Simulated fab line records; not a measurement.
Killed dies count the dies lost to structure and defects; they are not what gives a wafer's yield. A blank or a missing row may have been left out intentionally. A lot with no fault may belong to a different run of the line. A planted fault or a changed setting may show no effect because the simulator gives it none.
Chamber matching	flow nand_harc	NHARC_A_WL_FILL_STRIP_29 on rie_diel-08: 4 sister chambers
The step strips in O2, time 20 s. 8 wafers are shown with their chamber, then 9 later ones without.

## WAFERS PAIRED WITH THEIR CHAMBERS
wafer	chamber	drypump_motor_current_A (A)	oes_product_au (a.u.)
L883.5	1	5.5	1.004
L892.2	1	5.5	0.983
L892.6	2	5.2	1.007
L895.2	0	5.9	1.028
L895.6	0	5.8	1.024
L894.2	2	5.2	1.010
L894.3	3	5.6	1.004
L894.6	3	5.6	0.996

## WAFERS WHOSE CHAMBER IS MISSING
wafer	drypump_motor_current_A (A)	oes_product_au (a.u.)
L902.1	5.9	1.002
L902.2	5.6	0.987
L902.3	5.5	0.974
L903.2	5.6	0.984
L903.3	5.3	1.008
L903.6	5.6	0.999
L904.2	5.9	1.011
L904.3	5.5	0.995
L904.6	5.6	0.994

## EACH ONE'S CHAMBER
wafer	from the rows above	in truth
L902.1	0	0
L902.2	can't be placed: 3 or 1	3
L902.3	can't be placed: 1 or 3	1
L903.2	can't be placed: 3 or 1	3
L903.3	2	2
L903.6	3	3
L904.2	0	0
L904.3	1	1
L904.6	3	3
Correctly placed: 6 of 9. Can't be placed from these rows: 3 (the true chamber is among the candidates in 3). Wrongly placed: 0.
How it was worked out, from the rows above alone: a wafer's distance from a chamber is the root of the sum, over the readings, of the square of ((its reading less the chamber's mean) divided by the reading's scatter). If the next closest chamber is less than 2 further off than the closest, the wafer can't be placed; otherwise it belongs to the closest. Each chamber's mean is taken over the wafers shown for it. The scatter: take each reading less its chamber's mean, square it, sum over the shown wafers, divide by the number of wafers less the number of chambers, and take the root.
